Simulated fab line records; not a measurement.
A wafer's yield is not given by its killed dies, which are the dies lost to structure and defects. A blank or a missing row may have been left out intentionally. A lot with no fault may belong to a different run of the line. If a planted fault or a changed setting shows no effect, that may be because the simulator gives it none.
fab line records / flow n5-finfet / part 2 of 2: steps 22 to 26 of 26
[record] lots = 5 wafers = 15 last-day = 17
route steps=1938 shown BEOL_M9@1422
lots that met no fault: taken from a fault-free run of the same line
start-h: the number of hours between the record's first day and the start of the first shown wafer of the lot / wait-h: hours from the lot's prior step to this one / " as in the row above / L1.1+2: several wafers, shown together as one row / - value missing, or start not given / * or withheld: withheld / < > ~ a bound
route shown NAME@n: a module of which the file shows steps, and the number in the route of the first / usual: mean and standard deviation over wafers with no fault / same: alike in all rows / chamber/n: place in a boat / sites: readings site by site / _std_site: the standard deviation of these / _edge_site: outer sites' mean less inner sites' / radius-mm: for every site, how far away it sits from the centre of the wafer / mask NAME#n: copy n / behind: the most recent tool/chamber to have shaped the wafer / hold: why the lot went on hold/how many hours it stayed there/how the hold came to an end / device: the transistor (n, p or np) that didn't switch / end of line: the route-end tests of the same wafers / a step with no rows: only its recipe / killed: the dies lost at the first sort to structure and to defects; this is not the yield of the wafer / map: a wafer's dies, marking killed ones x, the rest . and places with no die _
set.NAME: setting as actually run; set.NAME@STEP: the setting as run at that earlier step / model.NAME: the simulator's own value behind a step, which no gauge read
certain route steps with their lots: each step a table, each wafer a row
services: from which hour (start-h, from the record's first day; less than 0 if before it) a tool's chamber was out of use, for how many hours, and why
[[steps]]
[step N5_BEOL_M9_VIA_ETCH_34]
[recipe] chemistry = C4F6/O2 target = SiCOH_lowk target-depth-a = 1824 mask-material = SOC taper-deg = 4 time-s = 68.4 ion-energy-ev = 250 pressure-mtorr = 30 source-w = 345 bias-w = 185 Ar_flow_sccm = 300 C4F6_flow_sccm = 10 O2_flow_sccm = 10
[usual] drypump-motor-current-A = 5.6/0.52 oes_f_703_au = 0.79/0.08 oes-product-au = 0.79/0.084 rf-vpp-V = 663/7.7 showerhead-plenum-p-Torr = 2.80/0.087 throttle-valve-pct = 20.81/0.2
lot.wafer=L082.1 tool=rie-diel-01 chamber=2 start-h=261.87 wait-h=0.0 drypump-motor-current-A=4.9 oes_f_703_au=0.80 oes-product-au=0.79 rf-hours-counter-h=100 rf-vpp-V=663 showerhead-plenum-p-Torr=2.76 throttle-valve-pct=20.66
lot.wafer=L082.4 tool=rie-diel-01 chamber=1 start-h=261.87 wait-h=0.0 drypump-motor-current-A=5.8 oes_f_703_au=0.75 oes-product-au=0.72 rf-hours-counter-h=175 rf-vpp-V=653 showerhead-plenum-p-Torr=2.72 throttle-valve-pct=20.59
lot.wafer=L082.5 tool=rie-diel-01 chamber=0 start-h=261.87 wait-h=0.0 drypump-motor-current-A=5.7 oes_f_703_au=0.71 oes-product-au=0.72 rf-hours-counter-h=- rf-vpp-V=676 showerhead-plenum-p-Torr=2.96 throttle-valve-pct=21.17
lot.wafer=L085.1 tool=rie-diel-01 chamber=2 start-h=271.17 wait-h=0.0 drypump-motor-current-A=4.9 oes_f_703_au=0.79 oes-product-au=0.79 rf-hours-counter-h=103 rf-vpp-V=662 showerhead-plenum-p-Torr=2.75 throttle-valve-pct=20.67
lot.wafer=L085.3 tool=rie-diel-01 chamber=1 start-h=271.17 wait-h=0.0 drypump-motor-current-A=5.8 oes_f_703_au=0.75 oes-product-au=0.73 rf-hours-counter-h=178 rf-vpp-V=653 showerhead-plenum-p-Torr=2.72 throttle-valve-pct=20.57
lot.wafer=L085.6 tool=rie-diel-01 chamber=0 start-h=271.17 wait-h=0.0 drypump-motor-current-A=5.8 oes_f_703_au=0.71 oes-product-au=0.72 rf-hours-counter-h=- rf-vpp-V=676 showerhead-plenum-p-Torr=2.96 throttle-valve-pct=21.16
lot.wafer=L089.2 tool=rie-diel-02 chamber=2 start-h=300.18 wait-h=0.0 drypump-motor-current-A=6.0 oes_f_703_au=0.86 oes-product-au=0.88 rf-hours-counter-h=51 rf-vpp-V=659 showerhead-plenum-p-Torr=2.77 throttle-valve-pct=20.87
lot.wafer=L089.4 tool=rie-diel-02 chamber=3 start-h=300.18 wait-h=0.0 drypump-motor-current-A=5.6 oes_f_703_au=0.67 oes-product-au=0.66 rf-hours-counter-h=- rf-vpp-V=667 showerhead-plenum-p-Torr=2.91 throttle-valve-pct=20.94
lot.wafer=L089.5 tool=rie-diel-02 chamber=1 start-h=300.18 wait-h=0.0 drypump-motor-current-A=6.0 oes_f_703_au=0.88 oes-product-au=0.88 rf-hours-counter-h=- rf-vpp-V=657 showerhead-plenum-p-Torr=2.79 throttle-valve-pct=20.89
lot.wafer=L097.1 tool=rie-diel-02 chamber=2 start-h=339.24 wait-h=0.0 drypump-motor-current-A=6.0 oes_f_703_au=0.84 oes-product-au=0.86 rf-hours-counter-h=62 rf-vpp-V=660 showerhead-plenum-p-Torr=2.77 throttle-valve-pct=20.88
lot.wafer=L097.4 tool=rie-diel-02 chamber=0 start-h=339.24 wait-h=0.0 drypump-motor-current-A=5.9 oes_f_703_au=0.96 oes-product-au=0.97 rf-hours-counter-h=- rf-vpp-V=656 showerhead-plenum-p-Torr=2.80 throttle-valve-pct=20.70
lot.wafer=L097.5 tool=rie-diel-02 chamber=2 start-h=339.24 wait-h=0.0 drypump-motor-current-A=6.0 oes_f_703_au=0.86 oes-product-au=0.85 rf-hours-counter-h=- rf-vpp-V=660 showerhead-plenum-p-Torr=2.77 throttle-valve-pct=20.87
lot.wafer=L096.1 tool=rie-diel-01 chamber=1 start-h=355.29 wait-h=0.0 drypump-motor-current-A=5.8 oes_f_703_au=0.72 oes-product-au=0.71 rf-hours-counter-h=206 rf-vpp-V=652 showerhead-plenum-p-Torr=2.70 throttle-valve-pct=20.64
lot.wafer=L096.2 tool=rie-diel-01 chamber=0 start-h=355.29 wait-h=0.0 drypump-motor-current-A=5.8 oes_f_703_au=0.69 oes-product-au=0.70 rf-hours-counter-h=206 rf-vpp-V=675 showerhead-plenum-p-Torr=2.95 throttle-valve-pct=21.19
lot.wafer=L096.5 tool=rie-diel-01 chamber=2 start-h=355.29 wait-h=0.0 drypump-motor-current-A=5.0 oes_f_703_au=0.77 oes-product-au=0.76 rf-hours-counter-h=- rf-vpp-V=661 showerhead-plenum-p-Torr=2.75 throttle-valve-pct=20.70
[step N5_BEOL_M9_STRIP_73]
[recipe] chemistry = C4F6/O2 resist = SiARC rf-frequency-hz = 6e+07
lot.wafer=L082.1+4+5 tool=rie-diel-01 chamber=2,1,0 start-h=261.92 wait-h=0.0
lot.wafer=L085.1+3+6 tool=rie-diel-01 chamber=2,1,0 start-h=271.22 wait-h=0.0
lot.wafer=L089.2+4+5 tool=rie-diel-02 chamber=2,3,1 start-h=300.24 wait-h=0.0
lot.wafer=L097.1+4+5 tool=rie-diel-02 chamber=2,0,2 start-h=339.29 wait-h=0.0
lot.wafer=L096.1+2+5 tool=rie-diel-01 chamber=1,0,2 start-h=355.34 wait-h=0.0
[step N5_BEOL_M9_STRIP_36]
[recipe] chemistry = N2/H2 power-w = 450 temp-c = 40 pressure-mtorr = 20 rf-frequency-hz = 6e+07 overash-fraction = 0.3 bias-power-w = 7 h2-frac = 0.5 n2-flow-sccm = 200 h2-flow-sccm = 200
[usual] drypump-motor-current-A = 5.6/0.52 n2-flow-sccm = 200.0/0.67 oes-product-au = 0.79/0.087 rf-vpp-V = 58.7/1.5 showerhead-plenum-p-Torr = 2.50/0.076 throttle-valve-pct = 23.58/0.26
lot.wafer=L082.1 tool=rie-diel-01 chamber=2 start-h=261.93 wait-h=0.0 drypump-motor-current-A=4.9 n2-flow-sccm=200.3 oes-product-au=0.79 rf-hours-counter-h=100 rf-vpp-V=60.6 showerhead-plenum-p-Torr=2.46 throttle-valve-pct=23.56
lot.wafer=L082.4 tool=rie-diel-01 chamber=1 start-h=261.93 wait-h=0.0 drypump-motor-current-A=5.8 n2-flow-sccm=199.1 oes-product-au=0.73 rf-hours-counter-h=175 rf-vpp-V=59.8 showerhead-plenum-p-Torr=2.43 throttle-valve-pct=23.34
lot.wafer=L082.5 tool=rie-diel-01 chamber=0 start-h=261.93 wait-h=0.0 drypump-motor-current-A=5.7 n2-flow-sccm=201.3 oes-product-au=0.73 rf-hours-counter-h=- rf-vpp-V=58.3 showerhead-plenum-p-Torr=2.64 throttle-valve-pct=24.09
lot.wafer=L085.1 tool=rie-diel-01 chamber=2 start-h=271.23 wait-h=0.0 drypump-motor-current-A=4.9 n2-flow-sccm=200.0 oes-product-au=0.79 rf-hours-counter-h=103 rf-vpp-V=56.6 showerhead-plenum-p-Torr=2.46 throttle-valve-pct=23.56
lot.wafer=L085.3 tool=rie-diel-01 chamber=1 start-h=271.23 wait-h=0.0 drypump-motor-current-A=5.8 n2-flow-sccm=200.0 oes-product-au=0.73 rf-hours-counter-h=178 rf-vpp-V=58.8 showerhead-plenum-p-Torr=2.43 throttle-valve-pct=23.39
lot.wafer=L085.6 tool=rie-diel-01 chamber=0 start-h=271.23 wait-h=0.0 drypump-motor-current-A=5.7 n2-flow-sccm=200.1 oes-product-au=0.72 rf-hours-counter-h=- rf-vpp-V=58.9 showerhead-plenum-p-Torr=2.63 throttle-valve-pct=24.08
lot.wafer=L089.2 tool=rie-diel-02 chamber=2 start-h=300.25 wait-h=0.0 drypump-motor-current-A=6.0 n2-flow-sccm=200.0 oes-product-au=0.89 rf-hours-counter-h=51 rf-vpp-V=57.8 showerhead-plenum-p-Torr=2.47 throttle-valve-pct=23.58
lot.wafer=L089.4 tool=rie-diel-02 chamber=3 start-h=300.25 wait-h=0.0 drypump-motor-current-A=5.6 n2-flow-sccm=200.3 oes-product-au=0.67 rf-hours-counter-h=- rf-vpp-V=61.1 showerhead-plenum-p-Torr=2.61 throttle-valve-pct=23.80
lot.wafer=L089.5 tool=rie-diel-02 chamber=1 start-h=300.25 wait-h=0.0 drypump-motor-current-A=6.1 n2-flow-sccm=199.9 oes-product-au=0.88 rf-hours-counter-h=- rf-vpp-V=58.2 showerhead-plenum-p-Torr=2.47 throttle-valve-pct=23.32
lot.wafer=L097.1 tool=rie-diel-02 chamber=2 start-h=339.30 wait-h=0.0 drypump-motor-current-A=6.0 n2-flow-sccm=199.7 oes-product-au=0.88 rf-hours-counter-h=62 rf-vpp-V=58.2 showerhead-plenum-p-Torr=2.46 throttle-valve-pct=23.57
lot.wafer=L097.4 tool=rie-diel-02 chamber=0 start-h=339.30 wait-h=0.0 drypump-motor-current-A=5.9 n2-flow-sccm=199.7 oes-product-au=0.98 rf-hours-counter-h=- rf-vpp-V=57.3 showerhead-plenum-p-Torr=2.49 throttle-valve-pct=23.28
lot.wafer=L097.5 tool=rie-diel-02 chamber=2 start-h=339.30 wait-h=0.0 drypump-motor-current-A=6.0 n2-flow-sccm=200.8 oes-product-au=0.87 rf-hours-counter-h=- rf-vpp-V=59.1 showerhead-plenum-p-Torr=2.46 throttle-valve-pct=23.58
lot.wafer=L096.1 tool=rie-diel-01 chamber=1 start-h=355.35 wait-h=0.0 drypump-motor-current-A=5.8 n2-flow-sccm=198.4 oes-product-au=0.71 rf-hours-counter-h=206 rf-vpp-V=60.2 showerhead-plenum-p-Torr=2.41 throttle-valve-pct=23.41
lot.wafer=L096.2 tool=rie-diel-01 chamber=0 start-h=355.35 wait-h=0.0 drypump-motor-current-A=5.8 n2-flow-sccm=200.3 oes-product-au=0.70 rf-hours-counter-h=206 rf-vpp-V=60.7 showerhead-plenum-p-Torr=2.62 throttle-valve-pct=24.10
lot.wafer=L096.5 tool=rie-diel-01 chamber=2 start-h=355.35 wait-h=0.0 drypump-motor-current-A=4.9 n2-flow-sccm=199.4 oes-product-au=0.76 rf-hours-counter-h=- rf-vpp-V=56.6 showerhead-plenum-p-Torr=2.45 throttle-valve-pct=23.59
[step N5_BEOL_M9_TRENCH_ETCH_37]
[recipe] chemistry = C4F6/O2 target-depth-a = 1514.3 target = SiCOH_lowk time-s = 49 ion-energy-ev = 250 pressure-mtorr = 30 source-w = 345 bias-w = 185 Ar_flow_sccm = 300 C4F6_flow_sccm = 10 O2_flow_sccm = 10
[usual] drypump-motor-current-A = 5.6/0.52 oes_f_703_au = 0.79/0.08 oes-product-au = 0.79/0.085 rf-vpp-V = 663/7.6 showerhead-plenum-p-Torr = 2.80/0.087 throttle-valve-pct = 20.84/0.2
lot.wafer=L082.1 tool=rie-diel-01 chamber=2 start-h=- wait-h=- drypump-motor-current-A=5.0 oes_f_703_au=0.80 oes-product-au=0.78 rf-hours-counter-h=100 rf-vpp-V=663 showerhead-plenum-p-Torr=2.76 throttle-valve-pct=20.71
lot.wafer=L082.4 tool=rie-diel-01 chamber=1 start-h=- wait-h=- drypump-motor-current-A=5.8 oes_f_703_au=0.74 oes-product-au=0.73 rf-hours-counter-h=175 rf-vpp-V=653 showerhead-plenum-p-Torr=2.72 throttle-valve-pct=20.60
lot.wafer=L082.5 tool=rie-diel-01 chamber=0 start-h=- wait-h=- drypump-motor-current-A=5.8 oes_f_703_au=0.72 oes-product-au=0.72 rf-hours-counter-h=- rf-vpp-V=676 showerhead-plenum-p-Torr=2.96 throttle-valve-pct=21.19
lot.wafer=L085.1 tool=rie-diel-01 chamber=2 start-h=- wait-h=- drypump-motor-current-A=5.0 oes_f_703_au=0.79 oes-product-au=0.78 rf-hours-counter-h=103 rf-vpp-V=662 showerhead-plenum-p-Torr=2.75 throttle-valve-pct=20.70
lot.wafer=L085.3 tool=rie-diel-01 chamber=1 start-h=- wait-h=- drypump-motor-current-A=5.8 oes_f_703_au=0.74 oes-product-au=0.73 rf-hours-counter-h=178 rf-vpp-V=653 showerhead-plenum-p-Torr=2.72 throttle-valve-pct=20.61
lot.wafer=L085.6 tool=rie-diel-01 chamber=0 start-h=- wait-h=- drypump-motor-current-A=5.8 oes_f_703_au=0.71 oes-product-au=0.71 rf-hours-counter-h=- rf-vpp-V=676 showerhead-plenum-p-Torr=2.96 throttle-valve-pct=21.19
lot.wafer=L089.2 tool=rie-diel-02 chamber=2 start-h=- wait-h=- drypump-motor-current-A=6.0 oes_f_703_au=0.86 oes-product-au=0.88 rf-hours-counter-h=51 rf-vpp-V=660 showerhead-plenum-p-Torr=2.77 throttle-valve-pct=20.88
lot.wafer=L089.4 tool=rie-diel-02 chamber=3 start-h=- wait-h=- drypump-motor-current-A=5.6 oes_f_703_au=0.67 oes-product-au=0.66 rf-hours-counter-h=- rf-vpp-V=664 showerhead-plenum-p-Torr=2.91 throttle-valve-pct=20.93
lot.wafer=L089.5 tool=rie-diel-02 chamber=1 start-h=- wait-h=- drypump-motor-current-A=6.1 oes_f_703_au=0.89 oes-product-au=0.89 rf-hours-counter-h=- rf-vpp-V=658 showerhead-plenum-p-Torr=2.79 throttle-valve-pct=20.90
lot.wafer=L097.1 tool=rie-diel-02 chamber=2 start-h=- wait-h=- drypump-motor-current-A=6.0 oes_f_703_au=0.85 oes-product-au=0.86 rf-hours-counter-h=62 rf-vpp-V=660 showerhead-plenum-p-Torr=2.77 throttle-valve-pct=20.89
lot.wafer=L097.4 tool=rie-diel-02 chamber=0 start-h=- wait-h=- drypump-motor-current-A=6.0 oes_f_703_au=0.96 oes-product-au=0.97 rf-hours-counter-h=- rf-vpp-V=659 showerhead-plenum-p-Torr=2.81 throttle-valve-pct=20.72
lot.wafer=L097.5 tool=rie-diel-02 chamber=2 start-h=- wait-h=- drypump-motor-current-A=6.0 oes_f_703_au=0.85 oes-product-au=0.86 rf-hours-counter-h=- rf-vpp-V=659 showerhead-plenum-p-Torr=2.77 throttle-valve-pct=20.88
lot.wafer=L096.1 tool=rie-diel-01 chamber=1 start-h=- wait-h=- drypump-motor-current-A=5.8 oes_f_703_au=0.73 oes-product-au=0.70 rf-hours-counter-h=206 rf-vpp-V=652 showerhead-plenum-p-Torr=2.70 throttle-valve-pct=20.64
lot.wafer=L096.2 tool=rie-diel-01 chamber=0 start-h=- wait-h=- drypump-motor-current-A=5.7 oes_f_703_au=0.69 oes-product-au=0.70 rf-hours-counter-h=206 rf-vpp-V=676 showerhead-plenum-p-Torr=2.95 throttle-valve-pct=21.21
lot.wafer=L096.5 tool=rie-diel-01 chamber=2 start-h=- wait-h=- drypump-motor-current-A=5.0 oes_f_703_au=0.77 oes-product-au=0.76 rf-hours-counter-h=- rf-vpp-V=662 showerhead-plenum-p-Torr=2.75 throttle-valve-pct=20.73
[step N5_BEOL_M9_ETCH_41]
[recipe] chemistry = CH3F/O2 target = SiCN target-depth-a = 366 taper-deg = 2 time-s = 70.1 ion-energy-ev = 120 mask-material = TiN pressure-mtorr = 30 source-w = 395 bias-w = 75 Ar_flow_sccm = 150 CH3F_flow_sccm = 30 O2_flow_sccm = 20
[usual] drypump-motor-current-A = 5.6/0.52 oes-product-au = 0.79/0.085 rf-vpp-V = 296.7/1.5 showerhead-plenum-p-Torr = 1.97/0.063 throttle-valve-pct = 16.24/0.18
lot.wafer=L082.1 tool=rie-diel-01 chamber=2 start-h=- wait-h=- drypump-motor-current-A=4.9 oes-product-au=0.78 rf-hours-counter-h=100 rf-vpp-V=294.7 showerhead-plenum-p-Torr=1.94 throttle-valve-pct=16.10
lot.wafer=L082.4 tool=rie-diel-01 chamber=1 start-h=- wait-h=- drypump-motor-current-A=5.8 oes-product-au=0.72 rf-hours-counter-h=175 rf-vpp-V=295.1 showerhead-plenum-p-Torr=1.91 throttle-valve-pct=16.08
lot.wafer=L082.5 tool=rie-diel-01 chamber=0 start-h=- wait-h=- drypump-motor-current-A=5.7 oes-product-au=0.72 rf-hours-counter-h=- rf-vpp-V=297.9 showerhead-plenum-p-Torr=2.08 throttle-valve-pct=16.57
lot.wafer=L085.1 tool=rie-diel-01 chamber=2 start-h=- wait-h=- drypump-motor-current-A=5.0 oes-product-au=0.79 rf-hours-counter-h=103 rf-vpp-V=295.8 showerhead-plenum-p-Torr=1.93 throttle-valve-pct=16.10
lot.wafer=L085.3 tool=rie-diel-01 chamber=1 start-h=- wait-h=- drypump-motor-current-A=5.8 oes-product-au=0.73 rf-hours-counter-h=178 rf-vpp-V=295.0 showerhead-plenum-p-Torr=1.91 throttle-valve-pct=16.07
lot.wafer=L085.6 tool=rie-diel-01 chamber=0 start-h=- wait-h=- drypump-motor-current-A=5.8 oes-product-au=0.72 rf-hours-counter-h=- rf-vpp-V=298.5 showerhead-plenum-p-Torr=2.08 throttle-valve-pct=16.55
lot.wafer=L089.2 tool=rie-diel-02 chamber=2 start-h=- wait-h=- drypump-motor-current-A=6.0 oes-product-au=0.89 rf-hours-counter-h=51 rf-vpp-V=296.2 showerhead-plenum-p-Torr=1.95 throttle-valve-pct=16.23
lot.wafer=L089.4 tool=rie-diel-02 chamber=3 start-h=- wait-h=- drypump-motor-current-A=5.6 oes-product-au=0.66 rf-hours-counter-h=- rf-vpp-V=298.2 showerhead-plenum-p-Torr=2.05 throttle-valve-pct=16.41
lot.wafer=L089.5 tool=rie-diel-02 chamber=1 start-h=- wait-h=- drypump-motor-current-A=6.0 oes-product-au=0.89 rf-hours-counter-h=- rf-vpp-V=295.4 showerhead-plenum-p-Torr=1.96 throttle-valve-pct=16.22
lot.wafer=L097.1 tool=rie-diel-02 chamber=2 start-h=- wait-h=- drypump-motor-current-A=6.0 oes-product-au=0.87 rf-hours-counter-h=62 rf-vpp-V=295.4 showerhead-plenum-p-Torr=1.94 throttle-valve-pct=16.26
lot.wafer=L097.4 tool=rie-diel-02 chamber=0 start-h=- wait-h=- drypump-motor-current-A=5.9 oes-product-au=0.97 rf-hours-counter-h=- rf-vpp-V=294.3 showerhead-plenum-p-Torr=1.97 throttle-valve-pct=16.01
lot.wafer=L097.5 tool=rie-diel-02 chamber=2 start-h=- wait-h=- drypump-motor-current-A=6.0 oes-product-au=0.86 rf-hours-counter-h=- rf-vpp-V=296.3 showerhead-plenum-p-Torr=1.94 throttle-valve-pct=16.26
lot.wafer=L096.1 tool=rie-diel-01 chamber=1 start-h=- wait-h=- drypump-motor-current-A=5.8 oes-product-au=0.71 rf-hours-counter-h=206 rf-vpp-V=294.7 showerhead-plenum-p-Torr=1.90 throttle-valve-pct=16.12
lot.wafer=L096.2 tool=rie-diel-01 chamber=0 start-h=- wait-h=- drypump-motor-current-A=5.8 oes-product-au=0.70 rf-hours-counter-h=206 rf-vpp-V=299.6 showerhead-plenum-p-Torr=2.07 throttle-valve-pct=16.61
lot.wafer=L096.5 tool=rie-diel-01 chamber=2 start-h=- wait-h=- drypump-motor-current-A=4.9 oes-product-au=0.76 rf-hours-counter-h=- rf-vpp-V=295.2 showerhead-plenum-p-Torr=1.93 throttle-valve-pct=16.15
[[services]]
tool=euv-scanner-01 chamber=- start-h=240.46 hours=1.0 kind=pm
tool=euv-scanner-02 chamber=- start-h=244.08 hours=1.0 kind=pm
tool=euv-scanner-02 chamber=- start-h=261.21 hours=4.6 kind=pm
tool=rie-metal-01 chamber=1 start-h=270.51 hours=18.7 kind=repair
tool=rie-metal-03 chamber=- start-h=274.06 hours=0.4 kind=repair
tool=rie-diel-06 chamber=- start-h=276.05 hours=14.6 kind=pm
tool=rie-diel-02 chamber=- start-h=279.98 hours=0.2 kind=repair
tool=rie-diel-02 chamber=0 start-h=283.46 hours=- kind=clean
tool=rie-diel-02 chamber=0 start-h=283.46 hours=- kind=consumable-replace:focus-ring
tool=rie-diel-02 chamber=0 start-h=283.46 hours=27.3 kind=scheduled-down
tool=rie-diel-02 chamber=0 start-h=283.46 hours=27.3 kind=vent-cycle
tool=euv-scanner-01 chamber=- start-h=296.61 hours=1.0 kind=pm
tool=euv-scanner-02 chamber=- start-h=300.19 hours=1.0 kind=pm
tool=rie-diel-06 chamber=2 start-h=307.59 hours=1.2 kind=repair
tool=rie-diel-02 chamber=0 start-h=316.35 hours=5.3 kind=repair
tool=euv-scanner-02 chamber=- start-h=318.91 hours=0.3 kind=repair
tool=euv-scanner-01 chamber=- start-h=320.16 hours=0.8 kind=repair
tool=rie-diel-02 chamber=3 start-h=326.91 hours=- kind=clean
tool=rie-diel-02 chamber=3 start-h=326.91 hours=- kind=consumable-replace:focus-ring
tool=rie-diel-02 chamber=3 start-h=326.91 hours=21.4 kind=scheduled-down
tool=rie-diel-02 chamber=3 start-h=326.91 hours=21.4 kind=vent-cycle
tool=rie-diel-06 chamber=2 start-h=335.32 hours=3.3 kind=repair
tool=euv-scanner-01 chamber=- start-h=349.08 hours=4.6 kind=pm
tool=rie-metal-03 chamber=1 start-h=354.43 hours=3.3 kind=repair
